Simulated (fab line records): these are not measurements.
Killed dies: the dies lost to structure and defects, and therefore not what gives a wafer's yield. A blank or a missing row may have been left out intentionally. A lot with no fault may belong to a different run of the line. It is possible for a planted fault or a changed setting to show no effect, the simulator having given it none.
Which tool was responsible? + flow nand-harc + 24 lots, 72 wafers sampled, at 1 step of a route of 1302

WHAT THE GAUGES READ, wafer by wafer
NHARC_A_CONTACT_CD_MEAS_42 targets a cd of 300 nm. Usual: cd-nm reads 299.9 nm (standard deviation 0.56).
| lot  | measured     | on        | cd-nm (nm)        | flag |
|------|--------------|-----------|-------------------|------|
| L074 | day 21 14:40 | cd-sem-01 | 299.9 300.2 300.2 |      |
| L075 | day 21 19:20 | cd-sem-01 | 299.9 299.2 299.8 |      |
| L077 | day 22 13:31 | cd-sem-01 | 300.2 301.0 301.1 |      |
| L076 | day 22 14:12 | cd-sem-03 | 299.9 299.1 299.4 |      |
| L078 | day 23 05:43 | cd-sem-03 | 298.9 299.4 299.4 |      |
| L080 | day 23 21:47 | cd-sem-01 | 300.1 300.4 299.4 |      |
| L081 | day 23 22:10 | cd-sem-01 | 299.8 299.5 299.2 |      |
| L079 | day 24 05:56 | cd-sem-03 | 299.5 299.9 299.6 |      |
| L082 | day 24 18:42 | cd-sem-02 | 300.4 299.6 299.8 |      |
| L083 | day 25 12:36 | cd-sem-03 | 299.8 298.7 301.2 |      |
| L084 | day 26 00:14 | cd-sem-03 | 298.6 300.5 299.9 |      |
| L086 | day 26 03:18 | cd-sem-03 | 299.2 298.9 299.6 |      |
| L085 | day 26 04:22 | cd-sem-02 | 299.2 300.3 300.0 |      |
| L088 | day 27 08:09 | cd-sem-02 | 300.2 300.6 299.8 |      |
| L087 | day 27 08:18 | cd-sem-02 | 299.8 299.5 299.8 |      |
| L089 | day 27 19:10 | cd-sem-01 | 300.3 299.8 300.3 |      |
| L090 | day 27 20:02 | cd-sem-02 | 299.5 299.8 300.2 |      |
| L091 | day 28 06:08 | cd-sem-02 | 299.7 299.3 300.7 |      |
| L092 | day 29 15:39 | cd-sem-03 | 300.1 300.5 300.1 |      |
| L093 | day 29 19:17 | cd-sem-02 | 300.7 299.5 299.8 |      |
| L095 | day 30 04:50 | cd-sem-03 | 300.1 300.4 300.5 |      |
| L094 | day 30 05:04 | cd-sem-02 | 299.7 300.2 299.8 |      |
| L096 | day 30 23:40 | cd-sem-02 | 299.8 300.1 299.6 |      |
| L097 | day 30 23:59 | cd-sem-02 | 300.5 300.5 300.4 |      |

TOOL THAT RAN EACH LOT (tool first, then ch and the chambers of the sampled wafers, then the start)
The record holds no process step before these readings.

WHAT THE TOOLS THEMSELVES READ (means of the sampled wafers that have a number; where no wafer has one, the mark that the record gives instead)
The record holds no such reading with a usual standard deviation.

THE ANSWER, worked out from the rows above alone
Rule: a lot is off if the mean of its wafers that have a number lies more than 3 standard deviations from the usual mean. Also off: a lot with no number at a reading for which 4 or more lots have one. Where the step has rows for the other lots, those lots are counted as sound. The gauges are gone through in route order, then the tools' own readings, and for those a lot's mean is taken as printed above. The first step at which some lot is off is used, and at that step the reading that is off furthest; a lot without a number counts as furthest.
Nothing can be told from this: no lot is off at any reading shown.

WHAT THE SIMULATOR HAD PUT IN
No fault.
